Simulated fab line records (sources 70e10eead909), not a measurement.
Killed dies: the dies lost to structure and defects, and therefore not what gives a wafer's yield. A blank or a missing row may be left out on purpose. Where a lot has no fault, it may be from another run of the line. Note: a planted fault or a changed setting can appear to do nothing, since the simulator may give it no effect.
Which tool is to blame? -- flow nand_harc -- 10 lots with 30 wafers sampled at 5 steps, on a route of 1159 steps

## WHAT EACH GAUGE READ, for each wafer
NHARC_END_SORT_01.
lot,measured,on,killed_at_array
L958,day 23 19:23,prober-01,673 671 672
L959,day 24 04:03,prober-01,672 676 671
L960,day 24 09:32,prober-02,673 677 674

## TOOL THAT RAN EACH LOT (tool first, then ch and the chambers of the sampled wafers, then the start)
lot,NHARC_A_STAIRCASE_DESCUM_252,NHARC_A_STAIRCASE_DESCUM_312,NHARC_A_STAIRCASE_HM_OPEN_463,NHARC_A_STAIRCASE_ETCH_315
L942,"rie_diel-11 ch 0,1, day 11 12:54","rie_diel-05 ch 1,2, day 11 22:13","rie_diel-05 ch 1,2, day 11 22:39","rie_diel-05 ch 0,1, no start"
L947,"rie_diel-02 ch 0,1, day 12 11:10","rie_diel-05 ch 0,1,3, day 12 23:22","rie_diel-05 ch 1,2,3, day 12 23:34","rie_diel-05 ch 1,2,3, no start"
L950,"rie_diel-02 ch 0,2,3, day 13 10:18","rie_diel-02 ch 1,2, day 13 22:51","rie_diel-02 ch 0,2,3, day 13 23:05","rie_diel-02 ch 0,2,3, no start"
L952,"rie_diel-11 ch 0,1,3, day 14 01:14","rie_diel-02 ch 0,1,3, day 14 10:31","rie_diel-02 ch 1,2,3, day 14 10:50","rie_diel-02 ch 0,1,3, no start"
L957,"rie_diel-02 ch 0,1,2, day 15 02:04","rie_diel-02 ch 0,1,2, day 15 12:58","rie_diel-02 ch 0,1, day 15 13:10","rie_diel-02 ch 0,1, no start"
L958,"rie_diel-05 ch 1,2, day 15 13:50","rie_diel-02 ch 0,1, day 16 01:25","rie_diel-02 ch 0,1, day 16 01:38","rie_diel-02 ch 1,2,3, day 23 19:23 or earlier"
L959,"rie_diel-11 ch 0,2, day 15 14:10","rie_diel-02 ch 0,2, day 16 04:42","rie_diel-02 ch 1,2, day 16 05:04","rie_diel-02 ch 1,3, day 24 04:03 or earlier"
L960,"rie_diel-05 ch 0,1,3, day 15 14:19","rie_diel-02 ch 0,2,3, day 16 03:25","rie_diel-02 ch 0,2,3, day 16 03:38","rie_diel-02 ch 1,2,3, day 24 09:32 or earlier"
L961,"rie_diel-02 ch 0,3, day 15 22:01","rie_diel-02 ch 1,2,3, day 16 12:54","rie_diel-02 ch 2,3, day 16 13:06","rie_diel-02 ch 0,1, no start"
L965,"rie_diel-05 ch 0,1, day 17 10:58","rie_diel-02 ch 0,1, day 17 22:39","rie_diel-02 ch 0,3, day 17 22:51","rie_diel-02 ch 0,1,3, no start"
- NHARC_A_STAIRCASE_DESCUM_252: chemistry O2, time 3 s.
- NHARC_A_STAIRCASE_DESCUM_312: chemistry O2, time 3 s.
- NHARC_A_STAIRCASE_HM_OPEN_463: chemistry O2/COS.
- NHARC_A_STAIRCASE_ETCH_315: etches the open film in C4F8/O2/Ar, target depth 2500 nm, time 607.1 s.

## THE ANSWER, worked out from the rows above alone
Rule: the lots themselves supply what counts as usual. The widest of any qualifying gaps counts: lots, ordered by their means at a reading, are off when they make up no more than a third of the lots, leave a main group of 4 or more, and stand apart from it by 3 or more times the standard deviation of that group's means. Not used: any main group whose means are identical at the precision the tables above print for the reading. Also off: a lot with no number at a reading for which 4 or more lots have one. Where the step has rows for the other lots, those lots are counted as sound.
No lot is off at any reading shown: from this, nothing can be told.

## WHAT THE SIMULATOR PUT IN
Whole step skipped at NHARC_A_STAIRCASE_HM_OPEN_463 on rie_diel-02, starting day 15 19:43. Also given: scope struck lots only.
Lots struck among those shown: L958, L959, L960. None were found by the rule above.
